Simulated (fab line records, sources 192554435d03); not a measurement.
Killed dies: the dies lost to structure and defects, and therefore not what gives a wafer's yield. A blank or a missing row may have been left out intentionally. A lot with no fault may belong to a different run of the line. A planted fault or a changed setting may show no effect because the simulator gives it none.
Matching of chambers + flow n5-finfet + N5_BEOL_M0_CMP_120 on cmp-04 has 4 sister chambers
The step polishes, stops on SiOC, t overpolish 6.9 s. 18 wafers are shown with their chamber, then 9 later ones without.

== WAFERS PAIRED WITH THEIR CHAMBERS ==
| wafer  | chamber | motor-current-A (A) | time-to-endpoint-s (s) | overpolish-run-s (s) |
|--------|---------|---------------------|------------------------|----------------------|
| L075.3 | 0       | 6.3                 | 64.2                   | 6.899                |
| L075.4 | 2       | 6.6                 | 60.1                   | 6.891                |
| L075.5 | 1       | 6.4                 | 59.7                   | 6.890                |
| L084.2 | 1       | 6.3                 | 63.0                   | 6.906                |
| L084.3 | 0       | 6.0                 | 63.8                   | 6.902                |
| L084.6 | 1       | 6.6                 | 59.0                   | 6.888                |
| L085.2 | 1       | 6.1                 | 59.9                   | 6.906                |
| L085.5 | 0       | 5.9                 | 64.7                   | 6.905                |
| L085.6 | 1       | 6.5                 | 60.7                   | 6.897                |
| L087.3 | 2       | 6.5                 | 64.9                   | 6.905                |
| L087.4 | 1       | 6.5                 | 65.6                   | 6.894                |
| L087.6 | 2       | 6.1                 | 70.3                   | 6.901                |
| L089.1 | 2       | 6.6                 | 60.9                   | 6.902                |
| L089.2 | 1       | 6.1                 | 59.1                   | 6.902                |
| L089.3 | 0       | 6.2                 | 64.9                   | 6.897                |
| L089.4 | 3       | 7.3                 | 56.6                   | 6.913                |
| L089.5 | 1       | 6.0                 | 61.2                   | 6.894                |
| L089.6 | 2       | 6.3                 | 61.5                   | 6.901                |

SIGNATURES (means of the wafers above)
| reading            | chamber 0 | chamber 1 | chamber 2 | chamber 3 | scatter within a chamber |
|--------------------|-----------|-----------|-----------|-----------|--------------------------|
| motor-current-A    | 6.100     | 6.312     | 6.420     | 7.300     | 0.213                    |
| time-to-endpoint-s | 64.400    | 61.025    | 63.540    | 56.600    | 2.77                     |
| overpolish-run-s   | 6.90075   | 6.89712   | 6.90000   | 6.91300   | 0.00588                  |
Rule: a wafer's distance from a chamber is the root of the sum, over the readings, of the square of ((its reading less the chamber's mean) divided by the reading's scatter). If the next closest chamber is less than 2 further off than the closest, the wafer can't be placed; otherwise it belongs to the closest. The scatter: the root of (the sum of the squares of (reading less its chamber's mean) over the shown wafers, divided by (wafers less chambers)).

== WAFERS WHOSE CHAMBER IS MISSING ==
| wafer  | motor-current-A (A) | time-to-endpoint-s (s) | overpolish-run-s (s) |
|--------|---------------------|------------------------|----------------------|
| L091.1 | 6.3                 | 62.7                   | 6.893                |
| L091.2 | 6.4                 | 64.4                   | 6.897                |
| L091.6 | 6.2                 | 64.6                   | 6.904                |
| L093.4 | 6.1                 | 64.4                   | 6.897                |
| L093.5 | 7.7                 | 59.4                   | 6.898                |
| L093.6 | 6.3                 | 62.6                   | 6.887                |
| L097.2 | 6.6                 | 63.0                   | 6.883                |
| L097.4 | 6.5                 | 63.6                   | 6.897                |
| L097.6 | 7.6                 | 59.8                   | 6.906                |

== CHAMBER TAKEN BY EACH ==
| wafer  | from the rows above          | in truth |
|--------|------------------------------|----------|
| L091.1 | can't be placed: 1 or 2 or 0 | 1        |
| L091.2 | can't be placed: 2 or 1 or 0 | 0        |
| L091.6 | can't be placed: 0 or 2 or 1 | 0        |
| L093.4 | can't be placed: 0 or 1 or 2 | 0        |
| L093.5 | 3                            | 3        |
| L093.6 | can't be placed: 1 or 2 or 0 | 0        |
| L097.2 | can't be placed: 1 or 2 or 0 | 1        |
| L097.4 | can't be placed: 2 or 1 or 0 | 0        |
| L097.6 | 3                            | 3        |
2 of 9 placed correctly. Not placeable from these rows: 7 (in 7, the candidates include the true chamber). Placed wrongly: 0.
